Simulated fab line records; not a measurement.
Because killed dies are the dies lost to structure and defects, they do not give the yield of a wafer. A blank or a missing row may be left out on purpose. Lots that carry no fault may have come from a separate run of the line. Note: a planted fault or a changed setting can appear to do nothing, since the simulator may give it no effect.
Lot-split experiment + flow n5 finfet + 7 lots, 21 wafers read, on a route of 1938 steps

ABOUT THE SPLIT
At N5_BEOL_M8_DESCUM_33 (chemistry O2, time 7 s), the setting time s was moved away from the recipe's 7 s on 6 of the 21 wafers read, by -9.0% to +9.9%. This setting was run at the recipe's value on the other wafers.

The split's own step is where the reading is taken.

THE READING
CAR-EUV_of_BEOL_M8_COAT_22.thk nm (the simulator's own value, which no gauge read), in nm, at N5_BEOL_M8_DESCUM_33 (chemistry O2, time 7 s). No usual value for it is given in the file. Average 26.0 nm, standard deviation 0.13 nm, over the 15 wafers here run with the recipe.

| wafer  | tool, chamber at the split | time s as run, s | against the recipe | CAR-EUV_of_BEOL_M8_COAT_22.thk nm, nm | against lot-mates on the recipe |
|--------|----------------------------|------------------|--------------------|---------------------------------------|---------------------------------|
| L074.1 | rie diel-01, 1,2           | 7                | recipe             | 26.2                                  | -                               |
| L074.3 | rie diel-01, 1,2           | 7                | recipe             | 26.2                                  | -                               |
| L074.2 | rie diel-01, 3             | 7                | recipe             | 26                                    | -                               |
| L075.1 | rie diel-06, 2             | 7.696            | +9.9%              | 25.8                                  | -0.2                            |
| L075.3 | rie diel-06, 0             | 7                | recipe             | 26                                    | -                               |
| L075.5 | rie diel-06, 0             | 7.696            | +9.9%              | 25.6                                  | -0.4                            |
| L081.2 | rie diel-03, 3,1,2         | 7                | recipe             | 26                                    | -                               |
| L081.3 | rie diel-03, 3,1,2         | 7                | recipe             | 26                                    | -                               |
| L081.4 | rie diel-03, 3,1,2         | 7                | recipe             | 26                                    | -                               |
| L084.3 | rie diel-03, 3,0           | 7                | recipe             | 25.8                                  | -                               |
| L084.4 | rie diel-03, 3,0           | 7                | recipe             | 25.8                                  | -                               |
| L084.6 | rie diel-03, 2             | 7                | recipe             | 26                                    | -                               |
| L085.1 | rie diel-06, 0,2           | 7                | recipe             | 26                                    | -                               |
| L085.2 | rie diel-06, 0,2           | 7                | recipe             | 26                                    | -                               |
| L085.6 | rie diel-06, 3             | 6.463            | -7.7%              | 26.4                                  | +0.4                            |
| L092.2 | rie diel-01, 0,1           | 6.367            | -9.0%              | 26.4                                  | +0.2                            |
| L092.5 | rie diel-01, 0,1           | 6.367            | -9.0%              | 26.4                                  | +0.2                            |
| L092.3 | rie diel-01, 1             | 7                | recipe             | 26.2                                  | -                               |
| L094.2 | rie diel-06, 3             | 7.679            | +9.7%              | 25.8                                  | -0.4                            |
| L094.3 | rie diel-06, 0,2           | 7                | recipe             | 26.2                                  | -                               |
| L094.6 | rie diel-06, 0,2           | 7                | recipe             | 26.2                                  | -                               |
Rows listing several chambers each stand for several wafers; the file does not say which wafer went through which chamber.

THE FIT
A straight line over all 21 wafers: CAR-EUV_of_BEOL_M8_COAT_22.thk nm changes by -0.0358 nm for each +1% of time s; r = -0.83; the points scatter about the line by 0.12 nm.
The same after taking each lot's own level away (the mean of its wafers on the recipe; 21 wafers): -0.0321 nm for each +1%; r = -0.90; scatter 0.08 nm.
That fit puts the effect of the largest move of time s on the reading at 0.32 nm.
The lots' own levels span 25.87 to 26.20 nm, that is 2.6 times the standard deviation above.
In other words, the slope is changed by the lot-to-lot level; the two fits disagree.
Check: for one of the wafers moved furthest among these (+9.9%), held out of the fit, the line's prediction against its lot-mates is -0.36 nm. Against them it came out at -0.2 nm.

FURTHER SPLITS ON THESE WAFERS
Other splits were also applied to these wafers ahead of the reading. Each is held against what the fit with the lots' levels taken away leaves over:
| other split on the same wafers | wafers away from the commonest value | r with CAR-EUV_of_BEOL_M8_COAT_22.thk nm (lot level and that fit taken away) |
|--------------------------------|--------------------------------------|------------------------------------------------------------------------------|
| N5_BEOL_M5_COAT_66 spin rpm    | 7                                    | -0.15                                                                        |
| N5_BEOL_M6_COAT_63 spin rpm    | 6                                    | -0.26                                                                        |
| N5_BEOL_M6_EXPOSE_25 dose mj   | 5                                    | +0.20                                                                        |
| N5_BEOL_M8_COAT_05 spin rpm    | 3                                    | +0.29                                                                        |
| N5_BEOL_M8_ETCH_61 bias w      | 8                                    | -0.29                                                                        |

THE FILE'S OWN FIT
CAR-EUV_of_BEOL_M8_COAT_22.thk nm changes by -0.0352 nm for each +1% of time s, r = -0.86.
